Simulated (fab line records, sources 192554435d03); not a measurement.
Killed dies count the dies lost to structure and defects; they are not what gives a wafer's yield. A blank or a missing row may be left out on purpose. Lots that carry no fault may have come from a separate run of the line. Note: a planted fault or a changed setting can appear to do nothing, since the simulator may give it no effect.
Lot-split experiment | flow n5 finfet | 21 wafers read across 7 lots, on a route 1938 steps long

## SPLIT DETAILS
At N5_BEOL_M8_PECVD_70 (deposits SiO2 from TEOS/O2, target thk 20 nm, time 22.7 s), the setting temp c was moved away from the recipe's 400 C on 4 of the 21 wafers read, by -2.0% to +3.5%. For the rest of the wafers, this setting stayed at what the recipe calls for.

## FROM THE SPLIT TO THE READING: what the file shows between them, 3 steps
- N5_BEOL_M8_HM_DEP_02: deposits TiN, target thk 20 nm
- N5_BEOL_M8_COAT_59: time 60 s, resist thk 100 nm
- N5_BEOL_M8_STRIP_80: strips in N2/H2, time 10 s

## THE READING
SiO2_of_BEOL_M8_PECVD_70.thk nm (the simulator's own value, which no gauge read), in nm, at N5_BEOL_M8_HM_STRIP_39 (strips TiN in peroxide tin strip, target depth 25 nm, time 158 s). The file does not state a usual value for it. Average 20.0 nm, standard deviation 0.38 nm, over the 17 wafers here run with the recipe.

wafer  | tool, chamber at the split | temp c as run, C | against the recipe | SiO2_of_BEOL_M8_PECVD_70.thk nm, nm | against lot-mates on the recipe
L074.1 | pecvd-03, 2                | 400              | recipe             | 20                                  | -
L074.2 | pecvd-03, 0,2              | 400              | recipe             | 20.4                                | -
L074.5 | pecvd-03, 0,2              | 400              | recipe             | 20.4                                | -
L075.1 | pecvd-02, 2                | 400              | recipe             | 20                                  | -
L075.4 | pecvd-02, 0                | 400              | recipe             | 19.8                                | -
L075.6 | pecvd-02, 2                | 400              | recipe             | 20.2                                | -
L079.1 | pecvd-03, 1                | 413.9            | +3.5%              | 17.2                                | -3.1
L079.4 | pecvd-03, 2,0              | 400              | recipe             | 20.2                                | -
L079.5 | pecvd-03, 2,0              | 400              | recipe             | 20.4                                | -
L081.1 | pecvd-03, 2                | 400              | recipe             | 20                                  | -
L081.3 | pecvd-03, 1                | 400              | recipe             | 19.2                                | -
L081.5 | pecvd-03, 2                | 400              | recipe             | 20.2                                | -
L085.1 | pecvd-02, 2,1              | 400              | recipe             | 19.4                                | -
L085.6 | pecvd-02, 2,1              | 400              | recipe             | 19.4                                | -
L085.4 | pecvd-02, 0                | 400              | recipe             | 19.6                                | -
L086.1 | pecvd-04, 0                | 400              | recipe             | 20                                  | -
L086.4 | pecvd-04, 0                | 400              | recipe             | 20.4                                | -
L086.6 | pecvd-04, 2                | 392.4            | -1.9%              | 21.2                                | +1.0
L092.1 | pecvd-03, 0,2              | 392.2            | -2.0%              | 20.8                                | +1.2
L092.5 | pecvd-03, 0,2              | 392.2            | -2.0%              | 20.8                                | +1.2
L092.3 | pecvd-03, 2                | 400              | recipe             | 19.6                                | -
When a row names more than one chamber, that row covers several wafers, and the file does not tell which wafer ran in which chamber.

FIT RESULTS
A straight line over all 21 wafers: SiO2_of_BEOL_M8_PECVD_70.thk nm changes by -0.661 nm for each +1% of temp c; r = -0.88; the points scatter about the line by 0.39 nm.
The same after taking each lot's own level away (the mean of its wafers on the recipe; 21 wafers): -0.752 nm for each +1%; r = -0.95; scatter 0.27 nm.
Per that fit: largest temp c move, reading shift of 2.6 nm.
Measured against the standard deviation above, the lots' own levels, which go from 19.47 to 20.30 nm, span 2.2 times it.
Hence the slope depends on the lot-to-lot level, as the two fits are not the same.
Check: with one of the wafers moved furthest among these (+3.5%) left out of the fit, the line predicts -2.04 nm for it against its lot-mates. Against them it came out at -3.1 nm.

## THE OTHER SPLITS THESE WAFERS WENT THROUGH
These wafers also went through other splits before the reading. Each is held against what the fit with the lots' levels taken away leaves over:
other split on the same wafers | wafers away from the commonest value | r with SiO2_of_BEOL_M8_PECVD_70.thk nm (lot level and that fit taken away)
N5_BEOL_M7_ETCH_61 source w    | 6                                    | -0.02
N5_BEOL_M7_COAT_63 spin rpm    | 9                                    | +0.43

## THE WHOLE CHAIN: every reading that the file lists as answering this split, in the file's order
step                   | what it does                                                     | reading                                                                          | change (the file's fit)               | r (the file's)
N5_BEOL_M8_PECVD_70    | deposits SiO2 from TEOS/O2, target thk 20 nm, time 22.7 s        | SiO2_of_BEOL_M8_PECVD_70.thk nm (the simulator's own value, which no gauge read) | -0.782 nm for each +1% of the setting | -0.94
N5_BEOL_M8_HM_STRIP_39 | strips TiN in peroxide tin strip, target depth 25 nm, time 158 s | SiO2_of_BEOL_M8_PECVD_70.thk nm (the simulator's own value, which no gauge read) | -0.77 nm for each +1% of the setting  | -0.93

## FILE'S OWN FIT
SiO2_of_BEOL_M8_PECVD_70.thk nm changes by -0.77 nm for each +1% of temp c, r = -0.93.
